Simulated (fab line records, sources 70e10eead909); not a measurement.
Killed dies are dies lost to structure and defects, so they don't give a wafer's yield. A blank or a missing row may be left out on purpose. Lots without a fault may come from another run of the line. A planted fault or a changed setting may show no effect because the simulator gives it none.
Chamber matching | flow nand_harc | NHARC_A_CHANNEL_FILL_D2_ALD_25 on ald_hk-04: 4 sister chambers
The step deposits SiOx, target thk 60 nm, pulse time 10 s, ald cycles 600. 8 wafers are shown with their chamber, then 9 later ones without.

WAFERS WITH THEIR CHAMBER
wafer  | chamber | heater_power_w (W) | precursor_pulse_height_rel
L080.6 | 0       | 542                | 0.989
L085.6 | 1       | 431                | 1.006
L084.1 | 1       | 439                | 0.980
L084.2 | 3       | 423                | 0.990
L084.5 | 0       | 548                | 0.993
L088.4 | 2       | 419                | 1.010
L088.5 | 3       | 418                | 0.986
L088.6 | 2       | 422                | 0.989

WAFERS WITHOUT THEIR CHAMBER
wafer  | heater_power_w (W) | precursor_pulse_height_rel
L092.1 | 441                | 0.997
L092.2 | 441                | 0.995
L092.3 | 548                | 0.988
L095.2 | 541                | 1.044
L095.4 | 435                | 1.033
L095.6 | 544                | 0.997
L097.1 | 441                | 1.016
L097.2 | 536                | 0.988
L097.6 | 426                | 1.002

WHICH CHAMBER EACH WENT THROUGH
wafer  | from the rows above          | in truth
L092.1 | 1                            | 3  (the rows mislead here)
L092.2 | 1                            | 1
L092.3 | 0                            | 0
L095.2 | 0                            | 0
L095.4 | can't be placed: 1 or 2 or 3 | 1
L095.6 | 0                            | 0
L097.1 | 1                            | 1
L097.2 | 0                            | 0
L097.6 | can't be placed: 2 or 3 or 1 | 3
Placed correctly: 6 of 9. Can't be placed from these rows: 2 (the true chamber is among the candidates in 2). Placed wrongly: 1.
How it was worked out, from the rows above alone: a wafer's distance from a chamber is the root of the sum, over the readings, of the square of ((its reading less the chamber's mean) divided by the reading's scatter). The wafer belongs to the nearest chamber; if the next one is less than 2 further off, it can't be placed. A chamber's mean is the mean of its shown wafers. The scatter: the root of (the sum of the squares of (reading less its chamber's mean) over the shown wafers, divided by (wafers less chambers)).
